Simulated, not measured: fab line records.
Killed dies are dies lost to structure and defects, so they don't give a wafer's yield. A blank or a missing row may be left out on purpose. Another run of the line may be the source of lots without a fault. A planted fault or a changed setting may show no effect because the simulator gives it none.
Chamber matching	flow nandHarc	pecvd-01 running NHARC_A_ONON_D1_DEP_33: 3 sister chambers
The step deposits SiO2, target thk 200 nm. 18 wafers are shown with their chamber, then 9 later ones without.

## WAFERS PAIRED WITH THEIR CHAMBERS
wafer	chamber	heaterPowerW (W)	throttleValvePct (%)
L077.1	2	519	16.5
L077.2	1	591	16.3
L077.5	1	441	15.8
L075.1	0	760	15.5
L075.2	2	608	16.3
L075.3	1	566	16.1
L083.1	0	828	15.8
L083.2	1	525	16.5
L083.6	2	550	16.7
L085.1	2	583	16.6
L085.3	0	838	15.8
L085.6	2	603	16.6
L086.1	1	441	16.7
L086.3	2	562	16.4
L086.5	0	786	15.6
L090.1	2	555	16.2
L090.3	0	777	15.0
L090.6	0	783	15.0

SIGNATURES, as means of the wafers listed above
reading	chamber 0	chamber 1	chamber 2	scatter within a chamber
heaterPowerW	795.33	512.80	568.57	44.8
throttleValvePct	15.450	16.280	16.471	0.301
Rule: for each reading, subtract the chamber's mean from the wafer's reading, divide by that reading's scatter and square the result; add these up over the readings and take the root, which gives the wafer's distance from the chamber. The wafer belongs to the nearest chamber; if the next one is less than 2 further off, it can't be placed. The scatter: take each reading less its chamber's mean, square it, sum over the shown wafers, divide by the number of wafers less the number of chambers, and take the root.

## WAFERS WITH NO CHAMBER GIVEN
wafer	heaterPowerW (W)	throttleValvePct (%)
L094.1	452	16.2
L094.4	580	16.1
L094.5	466	16.3
L095.1	828	15.1
L095.5	441	16.2
L095.6	853	15.2
L097.1	485	16.5
L097.3	818	15.0
L097.6	511	16.5

## CHAMBER TAKEN BY EACH
wafer	from the rows above	in truth
L094.1	can't be placed: 1 or 2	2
L094.4	can't be placed: 2 or 1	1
L094.5	can't be placed: 1 or 2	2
L095.1	0	0
L095.5	can't be placed: 1 or 2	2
L095.6	0	0
L097.1	can't be placed: 1 or 2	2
L097.3	0	0
L097.6	can't be placed: 1 or 2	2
Placed correctly: 3 of 9. These rows do not allow placing 6 (true chamber among the candidates in 6). Placed wrongly: 0.
